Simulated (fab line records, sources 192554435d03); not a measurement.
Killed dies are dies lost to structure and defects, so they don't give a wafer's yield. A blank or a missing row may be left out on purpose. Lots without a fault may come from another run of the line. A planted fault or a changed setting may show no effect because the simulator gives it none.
Chamber matching | flow n5_finfet | N5_BEOL_M11_ETCH_65 on rie_diel-04: 3 sister chambers
The step etches SiARC in CF4, target depth 39 nm, time 65 s. 16 wafers are shown with their chamber, then 6 later ones without.

WAFERS WITH THEIR CHAMBER
wafer  | chamber | showerhead_plenum_p_Torr (Torr) | drypump_motor_current_A (A) | throttle_valve_pct (%)
L078.1 | 2       | 2.07                            | 6.5                         | 16.02
L078.2 | 1       | 2.14                            | 5.6                         | 15.61
L078.5 | 3       | 2.19                            | 5.4                         | 15.13
L077.2 | 3       | 2.19                            | 5.4                         | 15.13
L077.3 | 2       | 2.07                            | 6.4                         | 15.99
L077.6 | 1       | 2.14                            | 5.6                         | 15.58
L084.2 | 1       | 2.14                            | 5.6                         | 15.62
L084.4 | 3       | 2.19                            | 5.4                         | 15.14
L084.5 | 2       | 2.06                            | 6.5                         | 16.02
L083.4 | 1       | 2.14                            | 5.6                         | 15.61
L083.5 | 2       | 2.06                            | 6.4                         | 16.02
L083.6 | 3       | 2.19                            | 5.4                         | 15.15
L087.1 | 1       | 2.14                            | 5.6                         | 15.60
L087.3 | 3       | 2.19                            | 5.4                         | 15.16
L087.6 | 2       | 2.06                            | 6.5                         | 16.03
L088.1 | 2       | 2.06                            | 6.5                         | 16.04

SIGNATURES (means of the wafers above)
reading                  | chamber 1 | chamber 2 | chamber 3 | scatter within a chamber
showerhead_plenum_p_Torr | 2.1400    | 2.0633    | 2.1900    | 0.0032
drypump_motor_current_A  | 5.600     | 6.467     | 5.400     | 0.032
throttle_valve_pct       | 15.6040   | 16.0200   | 15.1420   | 0.0152
Rule: a wafer's distance from a chamber is the root of the sum, over the readings, of the square of ((its reading less the chamber's mean) divided by the reading's scatter). The wafer belongs to the nearest chamber; if the next one is less than 2 further off, it can't be placed. The scatter: the root of (the sum of the squares of (reading less its chamber's mean) over the shown wafers, divided by (wafers less chambers)).

WAFERS WITHOUT THEIR CHAMBER
wafer  | showerhead_plenum_p_Torr (Torr) | drypump_motor_current_A (A) | throttle_valve_pct (%)
L088.6 | 2.14                            | 5.6                         | 15.63
L091.1 | 2.14                            | 5.6                         | 15.62
L091.2 | 2.06                            | 6.5                         | 16.06
L095.4 | 2.05                            | 6.4                         | 16.09
L095.5 | 2.05                            | 6.5                         | 16.07
L095.6 | 2.13                            | 5.6                         | 15.65

WHICH CHAMBER EACH WENT THROUGH
wafer  | from the rows above | in truth
L088.6 | 1                   | 1
L091.1 | 1                   | 1
L091.2 | 2                   | 2
L095.4 | 2                   | 2
L095.5 | 2                   | 2
L095.6 | 1                   | 1
Placed correctly: 6 of 6. Can't be placed from these rows: 0. Placed wrongly: 0.
